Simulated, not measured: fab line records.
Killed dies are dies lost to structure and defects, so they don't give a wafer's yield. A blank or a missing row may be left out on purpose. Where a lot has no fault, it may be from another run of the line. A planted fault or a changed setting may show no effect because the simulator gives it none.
8D (eight disciplines) problem report, filled in by code -- flow n5 finfet -- the parts of the form that need people (team, actions taken, sign-off) are left out

1. THE ISSUE
Wafers without a fault read 17.9 nm, standard deviation 0.32; cd nm at N5_BEOL_M3_CD_MEAS_18 reads a mean of 19.6 nm on 3 wafers belonging to 3 lots. Relative to the usual mean, that is a shift of +5.4 standard deviations.
The step: pitch 36 nm, target cd 18 nm.
First observed at day 11 20:53: wafer L456.4, on cd sem-02. At this step, 26 wafers from 10 lots have a number in the record. Rule for "out", or "out of limits": more than 4 standard deviations from the usual mean. All remaining wafers that have a number are taken as sound.

2. WHAT THIS IS AND IS NOT
question,is,is not
which readings at this step,cd nm,-
which lots,"L456, L458, L460","L443, L445, L447, L448, L449, L450, L463"
which wafers of those lots,"L456.4, L458.4, L460.2","L456.6, L458.6, L460.3"
read on which gauges,cd sem-02,"cd sem-01, cd sem-03"
when,from day 11 20:53,"up to then (18 sound wafers); but 5 sound wafers of L458, L460, L463 came after"

3. WHAT RULES OUT EACH SUSPECT
Counting: any tool at a process step up to the reading remains a suspect provided it ran every lot that is out. Sound lots after the first of them don't rule it out here, since some wafers of a struck lot are sound.
- the gauge at N5_BEOL_M3_CD_MEAS_18: kept. All the wafers that are out were read on cd sem-02, and no step on other tools shows them out.
- rie diel-05 at N5_BEOL_M3_ETCH_63 (etches SiARC in CF4, target depth 15.6 nm, time 26 s): kept. It processed each lot that is out (first: L456, day 11 20:25); up to then, its last sound lot is L447 (day 8 15:04).
- rie diel-05 at N5_BEOL_M3_ETCH_64 (etches SOC in N2/H2, target depth 75 nm, overetch 15 nm, time 112.5 s): kept. It processed each lot that is out (first: L456, day 11 20:29); up to then, its last sound lot is L447 (day 8 15:06).
After the count, these remain: rie diel-05 at N5_BEOL_M3_ETCH_63, rie diel-05 at N5_BEOL_M3_ETCH_64 and cd sem-02 at N5_BEOL_M3_CD_MEAS_18.

4. THE CAUSE (what the simulator had put in)
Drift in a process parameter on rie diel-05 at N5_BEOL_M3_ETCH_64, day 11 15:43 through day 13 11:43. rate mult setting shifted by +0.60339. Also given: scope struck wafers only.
Of the 3 suspects that counting leaves, this tool is one.

5. THE CHAIN OF EFFECTS, in route order
One row per reading whose mean, taken over the struck wafers that have a number, lies over 3 standard deviations from the usual. Only readings for which the record gives a usual standard deviation are gone through. hours: the time from each lot's start at the first step in this table that gives one to its start at this step, as a median over the lots. sigmas: the change in usual standard deviations.
hours,step,reading,usual,on struck wafers,change,sigmas
0,N5_BEOL_M3_CD_MEAS_18,cd nm,17.9 nm,19.6,+1.7,+5.4
36,N5_BEOL_M4_RC_MEAS_101,SERP_M3,208 ohm/um,163,-45,-3.0

6. HOW IT WOULD HAVE BEEN CAUGHT EARLIER
The first out-of-limits reading at a measuring or inspecting step in this record came at day 11 20:53, 5 hours after the fault's start at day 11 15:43.
An alarm limit of 4 standard deviations would not have fired on the tool readings at N5_BEOL_M3_ETCH_64 for which the record gives a usual standard deviation, since none of them was out on any struck wafer.
Of the lots that are out (3), L458, L460 began N5_BEOL_M3_ETCH_64 on rie diel-05 after day 11 20:53. A hold on the tool at that time would have spared those 2.
